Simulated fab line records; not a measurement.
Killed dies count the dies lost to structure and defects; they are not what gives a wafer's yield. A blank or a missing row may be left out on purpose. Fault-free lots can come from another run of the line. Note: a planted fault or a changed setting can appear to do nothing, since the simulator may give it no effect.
The tool behind it: which one? | flow n5Finfet | 10 lots with 28 wafers sampled at 6 steps, on a route of 1938 steps

WHAT THE GAUGES SHOWED, per wafer
N5_BEOL_M3_OVL_MEAS_29.
lot  | measured     | on         | V2_OVL (nm)
L986 | day 7 02:27  | overlay-02 | -0.4 -0.7 -0.8
L987 | day 7 10:26  | overlay-02 | 0.0 -0.1 0.7
L988 | day 7 19:50  | overlay-01 | -0.5 1.0 -0.5
L989 | day 8 03:54  | overlay-02 | 0.6 0.0 -0.2
L990 | day 8 08:22  | overlay-02 | -0.3 -0.6
L993 | day 9 03:07  | overlay-02 | -1.4 0.3
L998 | day 10 09:31 | overlay-02 | -0.8 -0.7 -1.1
L102 | day 11 07:09 | overlay-02 | 0.1 0.4 -0.1
L105 | day 11 15:47 | overlay-02 | -0.2 0.2 -0.9
L108 | day 12 20:20 | overlay-02 | -0.2 -0.1 -0.4

N5_BEOL_M3_OCD_MEAS_38.
lot  | measured     | on     | trenchDepthNm (nm)
L986 | day 7 04:28  | ocd-02 | 54.6 55.3 54.8
L987 | day 7 17:26  | ocd-01 | 55.7 54.4 55.6
L988 | day 8 01:43  | ocd-01 | 55.0 55.2 57.2
L989 | day 8 07:45  | ocd-02 | 34.3 55.9 55.7
L990 | day 8 14:16  | ocd-02 | 35.3 56.7
L993 | day 9 13:47  | ocd-01 | 34.7 55.3
L998 | day 10 14:45 | ocd-01 | 52.7 55.9 56.1
L102 | day 11 10:40 | ocd-02 | 56.4 55.1 54.4
L105 | day 11 21:53 | ocd-01 | 55.8 55.8 55.4
L108 | day 13 07:49 | ocd-01 | 53.4 56.1 55.3

N5_BEOL_M4_RC_MEAS_101.
lot  | measured     | on        | DIBL_N (mV/V)  | DIBL_P (mV/V)  | IOFF_N (nA/um) | IOFF_P (nA/um) | ION_N (uA/um) | ION_P (uA/um) | SS_N (mV/dec)  | SS_P (mV/dec)  | VT_N (mV)   | VT_P (mV)
L986 | day 8 01:43  | prober-02 | 37.7 35.6 35.6 | 36.6 34.6 34.4 | 0.17 0.12 0.14 | 0.21 0.18 0.18 | 670 662 650   | 452 457 451   | 72.3 72.2 71.8 | 74.3 73.1 73.6 | 251 253 250 | -252 -255 -256
L987 | day 8 10:36  | prober-01 | 38.6 37.0 36.2 | 39.1 37.7 36.8 | 0.22 0.19 0.18 | 0.26 0.24 0.22 | 692 684 683   | 468 467 464   | 71.6 71.2 71.8 | 73.7 73.8 73.9 | 248 246 245 | -250 -248 -250
L988 | day 8 20:47  | prober-02 | 33.9 35.8 33.0 | 35.7 37.6 34.6 | 0.13 0.15 0.11 | 0.18 0.19 0.16 | 667 680 648   | 460 460 445   | 71.1 71.4 71.1 | 73.1 73.6 72.9 | 251 248 255 | -252 -253 -255
L989 | day 9 01:07  | prober-02 | 36.7 34.7 35.8 | 38.3 36.3 37.5 | 0.18 0.15 0.16 | 0.23 0.20 0.21 | 680 669 669   | 465 461 460   | 71.9 71.4 71.4 | 72.7 72.7 72.5 | 249 251 248 | -249 -252 -252
L990 | day 9 06:40  | prober-02 | 36.7 34.6      | 36.1 35.2      | 0.16 0.13      | 0.18 0.17      | 673 665       | 455 461       | 71.7 70.6      | 72.3 72.1      | 251 250     | -254 -252
L993 | day 10 01:41 | prober-01 | 38.6 37.7      | 39.9 38.0      | 0.24 0.22      | 0.29 0.26      | 697 693       | 474 470       | 72.4 72.3      | 74.3 73.6      | 242 245     | -245 -248
L998 | day 11 05:12 | prober-01 | 37.9 37.9 35.4 | 39.9 39.9 36.6 | 0.20 0.20 0.16 | 0.28 0.29 0.24 | 682 694 678   | 468 481 470   | 72.1 72.4 71.5 | 74.6 73.7 73.3 | 244 245 248 | -246 -246 -248
L102 | day 12 05:36 | prober-01 | 37.9 37.9 36.9 | 38.1 37.8 36.9 | 0.19 0.19 0.17 | 0.26 0.26 0.23 | 691 697 681   | 474 472 464   | 72.3 72.0 71.6 | 73.6 73.1 73.2 | 248 245 248 | -245 -245 -249
L105 | day 12 11:17 | prober-02 | 35.3 39.6 34.0 | 36.7 39.8 33.5 | 0.16 0.24 0.14 | 0.24 0.31 0.20 | 681 696 660   | 470 475 460   | 71.8 73.1 71.3 | 73.5 74.0 72.9 | 248 248 251 | -247 -246 -250
L108 | day 13 23:46 | prober-01 | 39.8 35.9 35.3 | 39.3 36.6 35.1 | 0.24 0.17 0.15 | 0.29 0.23 0.21 | 696 690 669   | 470 464 467   | 72.4 71.0 71.4 | 74.2 72.5 72.7 | 243 247 251 | -246 -247 -252

WHAT TOOL EACH LOT RAN ON (gives the tool, then ch and the chambers of the sampled wafers, and finally the start)
lot  | N5_BEOL_M3_ETCHBACK_99            | N5_BEOL_M3_TRENCH_ETCH_37         | N5_BEOL_M3_DEGAS_44
L986 | rieDiel-06 ch 0,1,3, day 7 04:05  | rieDiel-06 ch 0,1,3, day 7 04:19  | pvdSputter-02, day 7 05:01
L987 | rieDiel-06 ch 0,2,3, day 7 17:03  | rieDiel-06 ch 0,2,3, day 7 17:17  | pvdSputter-01, day 7 18:17
L988 | rieDiel-05 ch 1,3, day 8 01:19    | rieDiel-05 ch 1,3, day 8 01:34    | pvdSputter-03, day 8 02:14
L989 | rieDiel-06 ch 0,3, day 8 07:22    | rieDiel-06 ch 0,3, day 8 07:36    | pvdSputter-03, day 8 08:40
L990 | rieDiel-06 ch 1,2, day 8 13:53    | rieDiel-06 ch 1,2, day 8 14:07    | pvdSputter-01, day 8 14:37
L993 | rieDiel-06 ch 0,3, day 9 13:24    | rieDiel-06 ch 0,3, day 9 13:38    | pvdSputter-01, day 9 14:27
L998 | rieDiel-03 ch 1,2,3, day 10 14:22 | rieDiel-03 ch 1,2,3, day 10 14:35 | pvdSputter-02, day 10 15:19
L102 | rieDiel-05 ch 0,2,3, day 11 10:16 | rieDiel-05 ch 0,2,3, day 11 10:30 | pvdSputter-01, day 11 11:05
L105 | rieDiel-05 ch 0,1, day 11 21:29   | rieDiel-05 ch 0,1, day 11 21:44   | pvdSputter-03, day 11 22:18
L108 | rieDiel-03 ch 1,2,3, day 13 07:26 | rieDiel-03 ch 1,2,3, day 13 07:40 | pvdSputter-02, day 13 08:11
- N5_BEOL_M3_ETCHBACK_99: etches SiO2 in CHF3, target depth 5 nm, time 10.4 s.
- N5_BEOL_M3_TRENCH_ETCH_37: etches SiOC in C4F6/O2, target depth 55.555 nm, time 29.2 s.
- N5_BEOL_M3_DEGAS_44: time 60 s.

WHAT THE TOOLS THEMSELVES READ (means of the sampled wafers that have a number; where no wafer has one, the mark that the record gives instead)
N5_BEOL_M3_ETCHBACK_99.
lot  | tool       | drypumpMotorCurrentA (A) | oesProductAu (a.u.) | rfVppV (V) | showerheadPlenumPTorr (Torr) | throttleValvePct (%)
L986 | rieDiel-06 | 5.76                     | 0.78                | 237        | 2.16                         | 16.98
L987 | rieDiel-06 | 5.94                     | 0.78                | 239        | 2.13                         | 17.04
L988 | rieDiel-05 | 5.81                     | 0.77                | 242        | 2.22                         | 17.27
L989 | rieDiel-06 | 5.93                     | 0.82                | 237        | 2.11                         | 16.87
L990 | rieDiel-06 | 5.62                     | 0.76                | 242        | 2.18                         | 17.12
L993 | rieDiel-06 | 5.99                     | 0.78                | 236        | 2.12                         | 16.98
L998 | rieDiel-03 | 5.82                     | 0.78                | 242        | 2.20                         | 16.93
L102 | rieDiel-05 | 5.76                     | 0.81                | 242        | 2.14                         | 17.00
L105 | rieDiel-05 | 5.72                     | 0.82                | 245        | 2.21                         | 16.91
L108 | rieDiel-03 | 5.84                     | 0.76                | 243        | 2.19                         | 16.97

N5_BEOL_M3_TRENCH_ETCH_37.
lot  | tool       | drypumpMotorCurrentA (A) | oesProductAu (a.u.) | rfVppV (V) | runLengthS (s) | showerheadPlenumPTorr (Torr) | throttleValvePct (%)
L986 | rieDiel-06 | 5.79                     | 0.79                | 659        | 52.5           | 2.85                         | 20.77
L987 | rieDiel-06 | 5.94                     | 0.78                | 663        | 52.5           | 2.81                         | 20.82
L988 | rieDiel-05 | 5.82                     | 0.77                | 669        | 52.3           | 2.93                         | 21.08
L989 | rieDiel-06 | 5.94                     | 0.81                | 656        | 48.7           | 2.79                         | 20.64
L990 | rieDiel-06 | 5.63                     | 0.76                | 672        | 47.1           | 2.88                         | 20.89
L993 | rieDiel-06 | 5.97                     | 0.77                | 654        | 46.9           | 2.80                         | 20.77
L998 | rieDiel-03 | 5.84                     | 0.78                | 669        | 52.3           | 2.91                         | 20.71
L102 | rieDiel-05 | 5.76                     | 0.81                | 666        | 52.4           | 2.83                         | 20.80
L105 | rieDiel-05 | 5.73                     | 0.82                | 678        | 52.7           | 2.91                         | 20.70
L108 | rieDiel-03 | 5.84                     | 0.76                | 669        | 52.5           | 2.90                         | 20.75

N5_BEOL_M3_DEGAS_44.
lot  | tool          | heaterPowerW (W)
L986 | pvdSputter-02 | 320
L987 | pvdSputter-01 | 330
L988 | pvdSputter-03 | 377
L989 | pvdSputter-03 | 359
L990 | pvdSputter-01 | 320
L993 | pvdSputter-01 | 342
L998 | pvdSputter-02 | 331
L102 | pvdSputter-01 | 335
L105 | pvdSputter-03 | 352
L108 | pvdSputter-02 | 318

THE ANSWER, worked out from the rows above alone
Rule: the lots themselves supply what counts as usual. Put in order of their means at a reading, lots are off if they are a third of the lots or fewer, leave a main group of 4 or more, and stand apart from it by a gap of 3 or more times the standard deviation of the main group's means; of several such gaps the widest counts. If all means in a main group match to the digits the tables above print for the reading, that group is not used. Also off: a lot with no number at a reading for which 4 or more lots have one. The other lots that the step has rows for count as sound. Order of review: gauges by route order, followed by the tools' own readings, for which a lot's mean as printed above is used. The first step at which some lot is off is used, and at that step the reading that is off furthest; a lot without a number counts as furthest.
Off at N5_BEOL_M3_OCD_MEAS_38 (trenchDepthNm): L989, L990, L993. Main group: mean 55.2 nm, sd 0.34.
If a tool, at a process step before that reading, ran all the lots that are off and no sound lot after the first of them, it fits. Not tried: the gauges at N5_BEOL_M3_OCD_MEAS_38; whatever is off there is also off at N5_BEOL_M3_TRENCH_ETCH_37, on other tools, and gauge error can't account for it. One fits: N5_BEOL_M3_ETCHBACK_99 and N5_BEOL_M3_TRENCH_ETCH_37 on rieDiel-06. At N5_BEOL_M3_ETCHBACK_99 its last sound lot is L987 (day 7 17:03), its first lot that is off L989 (day 8 07:22): a fault that began between those two fits.

WHAT THE SIMULATOR HAD PUT IN
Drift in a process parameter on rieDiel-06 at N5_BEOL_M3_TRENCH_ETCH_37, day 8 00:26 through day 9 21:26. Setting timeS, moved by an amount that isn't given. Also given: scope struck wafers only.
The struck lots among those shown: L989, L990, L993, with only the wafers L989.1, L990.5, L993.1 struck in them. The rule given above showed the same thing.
